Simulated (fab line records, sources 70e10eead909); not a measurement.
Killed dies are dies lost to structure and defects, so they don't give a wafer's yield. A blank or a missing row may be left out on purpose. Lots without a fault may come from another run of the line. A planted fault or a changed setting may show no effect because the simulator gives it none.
Chamber matching | flow nand_harc | NHARC_A_STAIRCASE_DEP_417 on pecvd-03: 3 sister chambers
The step deposits Si3N4, target thk 60 nm. 3 wafers are shown with their chamber, then 8 later ones without.

WAFERS WITH THEIR CHAMBER
wafer  | chamber | heater_power_w (W)
L089.4 | 1       | 660
L089.5 | 0       | 617
L092.1 | 2       | 787

WAFERS WITHOUT THEIR CHAMBER
wafer  | heater_power_w (W)
L092.4 | 634
L092.6 | 783
L093.4 | 778
L093.5 | 606
L093.6 | 682
L094.1 | 781
L094.3 | 691
L094.6 | 676

WHICH CHAMBER EACH WENT THROUGH
wafer  | from the rows above     | in truth
L092.4 | can't be placed: 0 or 1 | 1
L092.6 | 2                       | 2
L093.4 | 2                       | 2
L093.5 | 0                       | 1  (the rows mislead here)
L093.6 | 1                       | 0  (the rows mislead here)
L094.1 | 2                       | 2
L094.3 | 1                       | 1
L094.6 | 1                       | 1
Placed correctly: 5 of 8. Can't be placed from these rows: 1 (the true chamber is among the candidates in 1). Placed wrongly: 2.
How it was worked out, from the rows above alone: a wafer's distance from a chamber is the root of the sum, over the readings, of the square of ((its reading less the chamber's mean) divided by the reading's scatter). The wafer belongs to the nearest chamber; if the next one is less than 2 further off, it can't be placed. A chamber's mean is the mean of its shown wafers. The scatter: with one shown wafer a chamber, the root of the mean of the squares of how far each hidden wafer lies from its nearest shown one.
